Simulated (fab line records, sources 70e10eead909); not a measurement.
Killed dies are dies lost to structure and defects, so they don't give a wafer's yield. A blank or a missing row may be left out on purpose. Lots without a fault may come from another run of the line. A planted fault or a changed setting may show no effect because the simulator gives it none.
A struck lot beside a sound one | flow nand_harc | 15 steps out of a route of 1159
Sound: wafers L255.3, L255.4, L255.5. Struck: wafers L264.1, L264.2. (L264.4 of the same lot was not struck and is left out.) The cause comes at the end.
At each step with rows: each side's tool, then ch and its chambers, then its first start. Under that, the readings that differ: sound wafers | struck wafers | difference of the means | sigmas: that difference in standard deviations of wafers without a fault.
alike: readings whose means differ by less than 2 such deviations, and words and numbers that are the same on both sides. not compared: withheld readings, readings that some wafer has no value for, bounds like >300 that may hide the same value, and numbers for which the record gives no deviation and whose values overlap.
The two part at a step that has a row with sigmas, a row that says differs or no value, or rows on one side only. Numbers that don't overlap but have no deviation are shown without sigmas and don't part them. A reading that every wafer of one side lacks parts them only if that side has two wafers or more.

first, 4 steps without rows for these wafers: NHARC_P_BONDPAD_EBR_05; NHARC_P_BONDPAD_EXPOSE_06 (exposes mask P BPAD); NHARC_P_BONDPAD_PEB_07 (peb time 80 s); NHARC_P_BONDPAD_DEVELOP_08 (time 50 s).
NHARC_P_BONDPAD_CD_MEAS_09: target cd 500 nm.
  sound on cd_sem-02 ch 0, day 8 06:55; struck on cd_sem-01 ch 0, day 10 15:18
  alike: cd_nm
NHARC_P_BONDPAD_OVL_MEAS_38:
  sound on overlay-02, day 8 07:00; struck on overlay-02, day 10 15:23
  alike: overlay_x_nm, overlay_y_nm
then, 1 step without rows for these wafers: NHARC_P_BONDPAD_HARDBAKE_10 (time 65 s).
NHARC_P_BONDPAD_DESCUM_11: chemistry O2, time 3 s.
  sound on rie_diel-02 ch 0,2, day 8 07:08; struck on rie_diel-02 ch 2,3, day 10 15:31
  alike: drypump_motor_current_A, oes_product_au, rf_vpp_V, showerhead_plenum_p_Torr, throttle_valve_pct
  not compared: rf_hours_counter_h
NHARC_P_BONDPAD_ETCH_37: etches the open film in N2/H2, target depth 60 nm, overetch 18 nm, time 65.91 s.
  sound on rie_diel-02 ch 0,2, day 8 07:13; struck on rie_diel-02 ch 2,3, day 10 15:36
  alike: bias_w, drypump_motor_current_A, oes_product_au, rf_vpp_V, run_length_s, showerhead_plenum_p_Torr, throttle_valve_pct
  not compared: rf_hours_counter_h
NHARC_P_BONDPAD_ETCH_12: etches the open film in CHF3/O2, target depth 200 nm, time 100 s.
  sound on rie_diel-02 ch 0,2,3; struck on rie_diel-02 ch 0,3
  alike: bias_w, drypump_motor_current_A, oes_product_au, rf_vpp_V, run_length_s, showerhead_plenum_p_Torr, throttle_valve_pct
  not compared: rf_hours_counter_h
NHARC_P_BONDPAD_CD_MEAS_13:
  sound on cd_sem-03, day 8 07:27; struck on cd_sem-02, day 10 15:50
  alike: cd_nm
NHARC_P_BONDPAD_STRIP_15: strips in O2.
  sound on rie_diel-02 ch 2,3, day 8 07:31; struck on rie_diel-02 ch 0,1, day 10 15:54
  alike: drypump_motor_current_A, oes_product_au, rf_vpp_V, showerhead_plenum_p_Torr, throttle_valve_pct
  not compared: rf_hours_counter_h
NHARC_P_BONDPAD_ETCH_24: etches the open film in CF4/N2, target depth 30 nm, time 72.99 s.
  sound on rie_diel-02 ch 0,1, day 8 07:40; struck on rie_diel-02 ch 1,2, day 10 16:03
  reading          | sound          | struck      | difference | sigmas
  run_length_s (s) | 94.0 94.8 94.8 | 115.2 114.0 | +20.1      | +36
  alike: bias_w, drypump_motor_current_A, oes_product_au, rf_vpp_V, showerhead_plenum_p_Torr, throttle_valve_pct
  not compared: rf_hours_counter_h
then, 1 step without rows for these wafers: NHARC_P_BONDPAD_STRIP_16 (strips in post etch residue remover, time 600 s).
-- the record jumps here: 13 days lie between the struck wafers' starts before and after (it left off in module P_BONDPAD and takes up again in module END, whose first step shown is number 1159 of the route) --
NHARC_END_SORT_01:
  the record has rows for the struck wafers here (prober-01 ch 0, day 23 20:49) and none for the sound ones

WHERE THEY PART
First at NHARC_P_BONDPAD_ETCH_24; last, within this record, at NHARC_END_SORT_01.

WHY: what the simulator had put in
Process parameter drift: rie_diel-02, from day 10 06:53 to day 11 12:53, at NHARC_P_BONDPAD_ETCH_24. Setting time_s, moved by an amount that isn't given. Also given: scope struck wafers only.
